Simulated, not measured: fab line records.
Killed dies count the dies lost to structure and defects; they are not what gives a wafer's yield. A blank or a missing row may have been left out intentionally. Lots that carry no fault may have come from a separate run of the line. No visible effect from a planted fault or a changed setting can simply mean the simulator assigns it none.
fab line records ; flow nand_harc
[record] lots = 5; wafers = 15; last_day = 22
route steps=1159 shown A_WL_FILL@813
lots with no fault: from the same line, run without faults
start_h: start of the lot's first displayed wafer, in hours after the record's first day ; wait_h: how many hours have passed since the lot's step before this one ; " as in the row above ; L1.1+2: several wafers, shown together as one row ; - value missing, or start not given ; * or withheld: withheld ; < > ~ a bound
route shown NAME@n: a module of which the file shows steps, and the number in the route of the first ; usual: mean/standard deviation taken from wafers without a fault ; same: alike in all rows ; chamber/n: place in a boat ; sites: each site's reading ; _std_site: standard deviation of those values ; _edge_site: mean of outer sites minus mean of inner sites ; radius_mm: for every site, how far away it sits from the centre of the wafer ; mask NAME#n: copy n ; behind: the tool/chamber that last shaped the wafer ; hold: why the lot went on hold/how many hours it stayed there/how the hold came to an end ; device: transistor that didn't switch, given as n, p or np ; end of line: the route-end tests of the same wafers ; for a step that has no rows: nothing shown but its recipe ; killed: at the first sort, the dies lost to defects and structure; wafer yield is something else ; map: the dies of a wafer, with x for killed, . for not killed, _ for no die there
set.NAME: the run value of the setting; set.NAME@STEP: its run value at that earlier step ; model.NAME: the simulator's own value behind a step, which no gauge read
lots at selected steps of the route; one table per step, one row per wafer
services: from which hour (start_h, from the record's first day; less than 0 if before it) a tool's chamber was out of use, for how many hours, and why
[[steps]]
[step NHARC_A_WL_FILL_CVD_03]
[recipe] target_thk_a = 400; temp_c = 300; pressure_torr = 40; wf6_flow_sccm = 40; h2_flow_sccm = 1600; ar_flow_sccm = 1560; time_s = 3302; material = W
[step NHARC_A_WL_FILL_ETCHBACK_04]
[recipe] target_depth_a = 600; time_s = 120; chemistry = NF3
[usual] drypump_motor_current_A = 5.68/0.29; oes_product_au = 1.000/0.014; run_length_s = 141.4/0.48
lot.wafer;tool;chamber;start_h;wait_h;drypump_motor_current_A;oes_product_au;rf_hours_counter_h;run_length_s
L398.2;rie_metal-01;1;346.80;2.9;6.07;0.983;0.2;142.0
L398.4;rie_metal-01;1;346.80;2.9;6.06;0.998;-;141.9
L398.5;rie_metal-01;1;346.80;2.9;6.05;0.985;-;141.8
L400.1;rie_metal-01;1;366.21;2.9;6.09;0.981;0.5;142.0
L400.4;rie_metal-01;1;366.21;2.9;6.06;0.973;-;142.3
L400.5;rie_metal-01;1;366.21;2.9;6.08;0.988;-;142.1
L403.2;rie_metal-01;1;386.73;2.9;6.05;0.981;1.4;142.0
L403.3;rie_metal-01;0;386.73;2.9;5.43;0.999;-;141.3
L403.6;rie_metal-01;0;386.73;2.9;5.41;0.998;-;141.4
L407.2;rie_metal-01;1;415.87;2.4;6.03;0.984;2.2;141.8
L407.6;rie_metal-01;0;415.87;2.4;5.39;0.996;-;141.3
L407.5;rie_metal-01;1;415.87;2.4;6.04;0.991;-;142.0
L412.4;rie_metal-02;1;430.81;1.9;5.57;1.025;-;141.5
L412.3;rie_metal-02;0;430.81;1.9;5.97;0.992;-;141.5
L412.6;rie_metal-02;1;430.81;1.9;5.57;1.009;-;141.4
[step NHARC_A_WL_FILL_ETCHBACK_05]
[recipe] target_depth_a = 220; time_s = 60; temp_c = 40; chemistry = Cl2/BCl3
[usual] drypump_motor_current_A = 5.68/0.28; oes_product_au = 1.000/0.014; run_length_s = 81.4/0.53
lot.wafer;tool;chamber;start_h;wait_h;drypump_motor_current_A;oes_product_au;rf_hours_counter_h;run_length_s
L398.2;rie_metal-01;0;347.03;0.2;5.39;0.993;0.4;81.9
L398.4;rie_metal-01;1;347.03;0.2;6.03;0.986;-;81.8
L398.5;rie_metal-01;0;347.03;0.2;5.40;0.999;-;81.2
L400.1;rie_metal-01;1;366.45;0.2;6.06;0.991;0.6;81.7
L400.4;rie_metal-01;1;366.45;0.2;6.04;0.991;-;82.2
L400.5;rie_metal-01;1;366.45;0.2;6.05;0.987;-;82.1
L403.2;rie_metal-01;1;386.99;0.2;6.08;0.991;1.5;81.7
L403.3;rie_metal-01;1;386.99;0.2;6.06;0.996;-;82.2
L403.6;rie_metal-01;0;386.99;0.2;5.40;0.994;-;81.2
L407.2;rie_metal-01;0;416.08;0.2;5.42;0.988;2.3;82.2
L407.6;rie_metal-01;0;416.08;0.2;5.41;0.986;-;81.3
L407.5;rie_metal-01;1;416.08;0.2;6.03;0.966;-;82.4
L412.3;rie_metal-02;1;431.01;0.1;5.57;1.022;-;81.2
L412.4;rie_metal-02;0;431.01;0.1;6.00;0.992;-;81.3
L412.6;rie_metal-02;0;431.01;0.1;6.00;1.003;-;81.6
[step NHARC_A_WL_FILL_STRIP_27]
[recipe] power_w = 1500; temp_c = 250; time_s = 20; chemistry = N2/H2
[step NHARC_A_WL_FILL_STRIP_28]
[recipe] time_s = 1200; temp_c = 72.5; chemistry = post_etch_residue_remover
[step NHARC_A_WL_FILL_PRECLEAN_06]
[recipe] time_s = 300; chemistry = DIW
[step NHARC_A_WL_FILL_SRD_07]
[step NHARC_A_WL_FILL_ANNEAL_08]
[recipe] temp_c = 450; time_s = 1800
[step NHARC_A_WL_FILL_ALD_10]
[recipe] target_thk_a = 500; pulse_time_s = 10; ald_cycles = 500; temp_c = 300; material = SiO2
[usual] heater_power_outer_w = 261/23; heater_power_w = 457/36; precursor_pulse_height_rel = 1.001/0.018
lot.wafer;tool;chamber;start_h;wait_h;heater_power_outer_w;heater_power_w;precursor_pulse_height_rel;since_wet_clean_h
L398.2;ald_hk-01;0;354.63;1.1;287;449;1.016;115
L398.4;ald_hk-01;1;354.63;1.1;220;393;1.011;115
L398.5;ald_hk-01;3;356.16;2.6;299;523;0.967;-
L400.4;ald_hk-04;3;377.36;4.5;262;483;1.035;2
L400.1;ald_hk-04;1;378.39;5.6;272;443;0.995;3
L400.5;ald_hk-04;2;378.39;5.6;295;510;0.980;-
L403.2;ald_hk-04;2;392.62;0.1;302;508;0.978;17
L403.3;ald_hk-04;0;393.66;1.1;254;463;1.001;18
L403.6;ald_hk-04;3;395.22;2.7;265;475;1.011;-
L407.2;ald_hk-01;1;422.75;1.1;225;412;1.012;5
L407.6;ald_hk-01;3;423.77;2.1;284;505;1.010;-
L407.5;ald_hk-01;0;423.77;2.1;296;473;1.004;-
L412.3;ald_hk-02;1;437.42;1.1;209;372;0.991;148
L412.4;ald_hk-02;3;439.49;3.2;262;435;1.005;150
L412.6;ald_hk-02;0;440.53;4.2;261;475;0.995;-
[step NHARC_A_WL_FILL_ETCHBACK_16]
[recipe] target_depth_a = 880; time_s = 17.6; c4f8_flow_sccm = withheld; o2_flow_sccm = 8; ar_flow_sccm = withheld; rf_w = 600; bias_w = 800; chemistry = C4F8/O2/Ar
[usual] oes_product_au = 0.98/0.032; rf_vpp_V = 725/3.2; run_length_s = 38.9/0.5
lot.wafer;tool;chamber;start_h;wait_h;oes_product_au;rf_hours_counter_h;rf_vpp_V;run_length_s
L398.4;rie_diel-08;2;-;-;0.99;2.8;721;39.2
L398.2;rie_diel-08;3;-;-;0.99;3.7;725;38.6
L398.5;rie_diel-08;3;-;-;0.99;-;723;38.5
L400.1;rie_diel-07;3;-;-;0.93;4.0;719;39.3
L400.4;rie_diel-07;0;-;-;0.93;4.7;726;39.2
L400.5;rie_diel-07;2;-;-;0.93;-;729;39.1
L403.2;rie_diel-08;2;-;-;1.02;5.2;723;38.7
L403.3;rie_diel-08;0;-;-;0.99;5.7;729;39.0
L403.6;rie_diel-08;2;-;-;1.01;-;723;38.9
L407.2;rie_diel-04;0;-;-;0.92;3.1;726;39.0
L407.5;rie_diel-04;3;-;-;0.90;-;725;38.1
L407.6;rie_diel-04;0;-;-;0.90;-;728;38.8
L412.3;rie_diel-04;1;-;-;0.93;3.3;721;39.2
L412.4;rie_diel-04;3;-;-;0.91;3.5;725;38.2
L412.6;rie_diel-04;1;-;-;0.93;-;720;38.8
[step NHARC_A_WL_FILL_STRIP_29]
[recipe] time_s = 20; o2_flow_sccm = 500; ar_flow_sccm = 0; bias_w = 0; chemistry = O2
[usual] drypump_motor_current_A = 5.8/0.39; oes_product_au = 1.000/0.017; rf_vpp_V = 57.9/0.92; showerhead_plenum_p_Torr = 3.60/0.11; throttle_valve_pct = 17.038/0.0094
lot.wafer;tool;chamber;start_h;wait_h;drypump_motor_current_A;oes_product_au;rf_hours_counter_h;rf_vpp_V;showerhead_plenum_p_Torr;throttle_valve_pct
L398.2;rie_diel-08;1;358.33;0.1;5.2;1.021;2.7;58.7;3.63;17.028
L398.4;rie_diel-08;3;358.33;0.1;6.3;0.994;3.7;58.7;3.57;17.030
L398.5;rie_diel-08;1;358.33;0.1;5.2;1.030;-;57.8;3.64;17.045
L400.1;rie_diel-07;0;381.60;0.1;5.9;0.994;4.7;57.3;3.62;17.032
L400.4;rie_diel-07;1;381.60;0.1;5.5;0.989;4.9;56.2;3.53;17.037
L400.5;rie_diel-07;3;381.60;0.1;5.4;1.001;-;57.0;3.42;17.030
L403.3;rie_diel-08;1;397.40;0.1;5.2;1.030;5.1;57.5;3.63;17.055
L403.2;rie_diel-08;0;397.40;0.1;6.4;0.980;5.7;58.0;3.71;17.030
L403.6;rie_diel-08;1;397.40;0.1;5.2;1.032;-;59.5;3.63;17.038
L407.2;rie_diel-04;3;426.44;0.1;5.3;0.987;3.0;56.6;3.61;17.030
L407.6;rie_diel-04;2;426.44;0.1;5.3;1.001;-;57.5;3.78;17.048
L407.5;rie_diel-04;3;426.44;0.1;5.3;0.971;-;56.7;3.61;17.055
L412.4;rie_diel-04;3;444.24;0.1;5.3;0.976;3.5;57.4;3.61;17.036
L412.3;rie_diel-04;1;444.24;0.1;6.0;0.986;3.3;57.3;3.42;17.053
L412.6;rie_diel-04;0;444.24;0.1;5.9;0.992;-;58.3;3.62;17.037
[step NHARC_A_WL_FILL_ETCHBACK_17]
[recipe] target_depth_a = 40; time_s = 26.7; chemistry = Cl2/BCl3
[usual] drypump_motor_current_A = 5.66/0.27; oes_product_au = 1.001/0.013; run_length_s = 48.1/0.46
lot.wafer;tool;chamber;start_h;wait_h;drypump_motor_current_A;oes_product_au;rf_hours_counter_h;run_length_s
L398.2;rie_metal-03;0;358.41;-;5.78;1.018;1.7;47.5
L398.4;rie_metal-03;1;358.41;-;5.36;1.006;-;48.1
L398.5;rie_metal-03;0;358.41;-;5.78;1.016;-;47.1
L400.1;rie_metal-03;1;381.70;-;5.32;1.002;2.2;47.8
L400.4;rie_metal-03;1;381.70;-;5.27;1.009;-;48.0
L400.5;rie_metal-03;1;381.70;-;5.32;1.013;-;47.8
L403.2;rie_metal-02;1;397.51;-;5.57;1.003;0;48.3
L403.3;rie_metal-02;1;397.51;-;5.59;1.008;-;48.4
L403.6;rie_metal-02;1;397.51;-;5.57;1.007;-;47.9
L407.2;rie_metal-01;0;426.54;-;5.43;0.999;2.6;48.5
L407.5;rie_metal-01;1;426.54;-;6.04;0.986;-;48.4
L407.6;rie_metal-01;0;426.54;-;5.46;1.001;-;48.1
L412.3;rie_metal-03;1;444.41;-;5.30;1.009;-;38.4
L412.4;rie_metal-03;1;444.41;-;5.33;1.007;-;48.3
L412.6;rie_metal-03;1;444.41;-;5.35;1.012;-;47.9
[step NHARC_A_WL_FILL_PRECLEAN_18]
[recipe] time_s = 30; chemistry = dHF
[[services]]
tool;chamber;start_h;hours;kind
rie_metal-01;-;332.00;9.0;pm
rie_metal-01;0;332.00;9.0;vent_cycle
rie_metal-01;1;332.00;9.0;vent_cycle
rie_diel-08;0;335.34;-;clean
rie_diel-08;1;335.34;-;clean
rie_diel-08;2;335.34;-;clean
rie_metal-01;0;341.00;-;clean
rie_metal-01;1;341.00;-;clean
rie_diel-04;1;349.46;5.4;repair
rie_diel-04;1;357.74;4.4;repair
ald_hk-04;-;366.85;10.0;pm
rie_diel-08;-;369.93;0.5;repair
rie_diel-04;-;384.51;0.5;repair
rie_metal-02;-;388.00;9.0;pm
ald_hk-04;-;391.70;0.3;repair
rie_diel-08;-;394.38;0.9;repair
rie_diel-04;2;401.38;1.3;repair
rie_diel-07;3;403.06;4.8;repair
rie_diel-07;-;405.20;9.0;pm
rie_metal-01;-;408.82;1.0;repair
ald_hk-01;-;409.11;10.0;pm
rie_metal-01;-;412.30;0.3;repair
rie_diel-08;-;437.13;1.8;repair
rie_metal-03;0;441.57;10.0;repair
[[key]]
[first_sign] step = NHARC_A_WL_FILL_ETCHBACK_17; reading = run_length_s; direction = down; sigmas = 21; usual = *; struck = *
effect none on later readings
met_at NHARC_A_WL_FILL_ETCHBACK_17
struck_wafers L412.3
later_rows_left_out L412.3
sort_left_out L412.3
tester_left_out L412
onset_between 381.70 444.41
[fault] kind = process_parameter_drift; tool = rie_metal-03; chamber = -; onset_h = 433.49; steps = NHARC_A_WL_FILL_ETCHBACK_17; channel = time_s; offset = *; shape = step; end_h = 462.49; scope = struck_wafers_only; acts_in = *; stated = *
// tester_left_out: of these lots the tester's yield and bins aren't shown, on N5 and GAA mostly nor the transistor test; their killed dies are dies lost to structure and defects alone, not to doping, threshold or leakage, so they don't give the yield
// sort_left_out: the simulated sort isn't trusted on such a fault, so these wafers' sort isn't shown, and their yield isn't known
// later_rows_left_out: the simulator's readings of these wafers behind a module that went badly wrong aren't trusted and aren't shown, but for the sort
